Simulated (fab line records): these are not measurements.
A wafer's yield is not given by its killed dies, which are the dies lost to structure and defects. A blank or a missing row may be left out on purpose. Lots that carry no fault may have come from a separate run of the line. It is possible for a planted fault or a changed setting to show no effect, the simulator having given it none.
Commonality check across tools ; flow n5-finfet ; Sampled: 11 lots, 33 wafers

== REASON FOR OPENING ==
At N5_BEOL_M13_INSPECT_55 the reading raw-defect-count is flagged on 2 of 11 lots. Wafers without a fault read 76, standard deviation 26.
Rule: a lot is flagged in two cases, either no wafer of it has a number, or all its wafers with numbers fall more than 4 standard deviations from that mean. All remaining lots are regarded as sound.

lot;measured;on;raw-defect-count, wafer by wafer;flag
L717;day 11 06:52;defect-inspect-01;79 107 62;
L719;day 11 17:38;defect-inspect-01;55 87 65;
L718;day 12 01:06;defect-inspect-01;55 44 76;
L722;day 12 21:04;defect-inspect-01;479 505 467;FLAGGED
L725;day 13 06:38;defect-inspect-02;109 63 91;
L728;day 14 02:57;defect-inspect-01;515 508 489;FLAGGED
L731;day 14 11:04;defect-inspect-02;83 63 74;
L733;day 15 10:13;defect-inspect-01;57 55 51;
L734;day 15 15:47;defect-inspect-01;66 49 40;
L737;day 16 19:52;defect-inspect-01;61 43 57;
L738;day 17 04:48;defect-inspect-02;93 114 114;
The numbers of the flagged lots are 494 on average: +418 against the usual, or +16 standard deviations.

== TOOL THAT RAN EACH LOT ==
Before the reading, the record contains 2 process steps out of a 1938-step route. Each cell gives the tool, then ch followed by the chambers the sampled wafers passed through, then the start.
lot;flag;N5_BEOL_M13_SPUTTER_44;N5_BEOL_M13_PRE_CLEAN_52
L717;;pvd-sputter-01, day 11 05:25;pecvd-03 ch 0,1, day 11 06:45
L719;;pvd-sputter-01, day 11 16:31;pecvd-04 ch 0,1,2, day 11 17:31
L718;;pvd-sputter-03, day 12 00:00;pecvd-03 ch 0,1, day 12 00:59
L722;FLAGGED;pvd-sputter-03, day 12 19:58;pecvd-03 ch 1,2, day 12 20:57
L725;;pvd-sputter-02, day 13 05:31;pecvd-01 ch 0,1,2, day 13 06:32
L728;FLAGGED;pvd-sputter-01, day 14 01:50;pecvd-03 ch 0,1, day 14 02:50
L731;;pvd-sputter-03, day 14 09:58;pecvd-04 ch 0,1,2, day 14 10:57
L733;;pvd-sputter-02, day 15 09:06;pecvd-01 ch 1,2, day 15 10:07
L734;;pvd-sputter-03, day 15 14:03;pecvd-04 ch 0,2, day 15 15:40
L737;;pvd-sputter-03, day 16 18:46;pecvd-04 ch 0,1,2, day 16 19:46
L738;;pvd-sputter-02, day 17 03:36;pecvd-01 ch 0,2, day 17 04:39
What is done by these steps:
- N5_BEOL_M13_SPUTTER_44: material Ta, target thk 10 nm, time 16.13 s.
- N5_BEOL_M13_PRE_CLEAN_52: time 15 s.
- N5_BEOL_M13_INSPECT_55: inspects for defects (darkfield).

== FLAGGED AGAINST TOTAL, ONE TOOL AT A TIME (gauges that did the reading follow at the end) ==
step;tool;lots run;flagged;share of the flagged lots;sound lots run after its first flagged lot
N5_BEOL_M13_SPUTTER_44;pvd-sputter-01;3;1;some;0
N5_BEOL_M13_SPUTTER_44;pvd-sputter-02;3;0;none;-
N5_BEOL_M13_SPUTTER_44;pvd-sputter-03;5;1;some;3 (L731,L734,L737)
N5_BEOL_M13_PRE_CLEAN_52;pecvd-01;3;0;none;-
N5_BEOL_M13_PRE_CLEAN_52;pecvd-03;4;2;all;0
N5_BEOL_M13_PRE_CLEAN_52;pecvd-04;4;0;none;-
N5_BEOL_M13_INSPECT_55;defect-inspect-01;8;2;all;3 (L733,L734,L737)
N5_BEOL_M13_INSPECT_55;defect-inspect-02;3;0;none;-

== WHAT THE TABLE ALLOWS ==
2 rows of the table ran every flagged lot: pecvd-03 at N5_BEOL_M13_PRE_CLEAN_52, defect-inspect-01 at N5_BEOL_M13_INSPECT_55.
- pecvd-03 at N5_BEOL_M13_PRE_CLEAN_52 ran 4 lots, 2 of them flagged. It ran its last sound lot, L718, at day 12 00:59 and its first flagged lot, L722, at day 12 20:57: a fault with its onset between the two fits.
- defect-inspect-01 at N5_BEOL_M13_INSPECT_55 ran 8 lots, 2 of them flagged. Sound lots ran on it after the first flagged one (L733, L734, L737), which a lasting fault on the whole tool wouldn't allow.
Just one tool remains: pecvd-03 at N5_BEOL_M13_PRE_CLEAN_52.

== WHAT THE SIMULATOR HAD INSERTED ==
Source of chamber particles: pecvd-03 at N5_BEOL_M13_PRE_CLEAN_52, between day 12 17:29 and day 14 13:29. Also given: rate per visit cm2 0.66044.
Shown lots that were struck: L722, L728. The rule above found the same.
